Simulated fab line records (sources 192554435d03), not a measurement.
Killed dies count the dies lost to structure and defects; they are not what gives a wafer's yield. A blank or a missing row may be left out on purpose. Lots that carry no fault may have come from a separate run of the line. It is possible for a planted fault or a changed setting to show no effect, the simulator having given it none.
3 desks looking at one fault | flow n5-finfet | numbers are kept per desk, each desk with only its own; the story behind them comes last

## THE DEFECT DESK
Lot by lot, what the route's inspections counted, given as the mean of those sampled wafers with a number. A lot is out of limits, marked OUT, if its mean lies more than 4 standard deviations from the usual mean; the brackets give that distance.
Columns: A = raw-defect-count at N5_MIM_BOT_LITHO_INSPECT_12, usual 2.1
lot  | first seen here | A
L205 | day 12 09:48    | 2.3
L208 | day 13 16:32    | 1.7
L222 | day 16 16:41    | 4.3
L224 | day 18 04:14    | 1.0
L226 | day 18 09:03    | 2.3
This desk's verdict: no lot among the 5 shows anything out of limits.

## DESK OF THE TOOL OWNER: rie-diel-04
The tool's own readings at N5_MIM_BOT_ETCH_ETCH_04 (etches SiNx in CF4/O2, target depth 26 nm, time 13 s): means of the sampled wafers that have a number, for each lot that ran on this tool. A lot is out of limits, marked OUT, if its mean lies more than 4 standard deviations from the usual mean; the brackets give that distance.
Columns: A = O2_flow_sccm at N5_MIM_BOT_ETCH_ETCH_04, usual 10.001 sccm; B = drypump-motor-current-A at N5_MIM_BOT_ETCH_ETCH_04, usual 5.7 A; C = oes-product-au at N5_MIM_BOT_ETCH_ETCH_04, usual 0.82 a.u.; D = rf-vpp-V at N5_MIM_BOT_ETCH_ETCH_04, usual 242 V; E = showerhead-plenum-p-Torr at N5_MIM_BOT_ETCH_ETCH_04, usual 2.21 Torr; F = throttle-valve-pct at N5_MIM_BOT_ETCH_ETCH_04, usual 15.87 %
lot  | first seen here | A      | B   | C    | D   | E    | F
L205 | day 12 09:54    | 10.046 | 5.5 | 0.90 | 245 | 2.18 | 15.70
L222 | day 16 16:47    | 10.015 | 5.9 | 0.87 | 243 | 2.20 | 15.78
This desk's verdict: no lot among the 2 shows anything out of limits.

## METROLOGY DESK
Lot by lot, what the gauges showed, no matter which tool ran the lot: averages of those sampled wafers that carry a number. A lot is out of limits, marked OUT, if its mean lies more than 4 standard deviations from the usual mean; the brackets give that distance.
Columns: A = cd-nm at N5_MIM_BOT_LITHO_CD_MEAS_08, usual 2999.0 nm; B = MIM_BOT_OVL at N5_MIM_BOT_LITHO_OVL_MEAS_11, usual -4 nm
lot  | first seen here | A      | B
L205 | day 12 09:45    | 3000.0 | -10
L208 | day 13 16:29    | 3000.2 | 1
L222 | day 16 16:38    | 2995.9 | -9
L224 | day 18 04:11    | 2999.5 | -14
L226 | day 18 08:59    | 2998.1 | 1
This desk's verdict: no lot among the 5 shows anything out of limits.

## PUT TOGETHER
Nothing the defect desk looked at was out of limits.
The tool owner's desk saw nothing out of limits.
The metrology desk saw nothing out of limits.

## WHAT THE SIMULATOR HAD PUT IN
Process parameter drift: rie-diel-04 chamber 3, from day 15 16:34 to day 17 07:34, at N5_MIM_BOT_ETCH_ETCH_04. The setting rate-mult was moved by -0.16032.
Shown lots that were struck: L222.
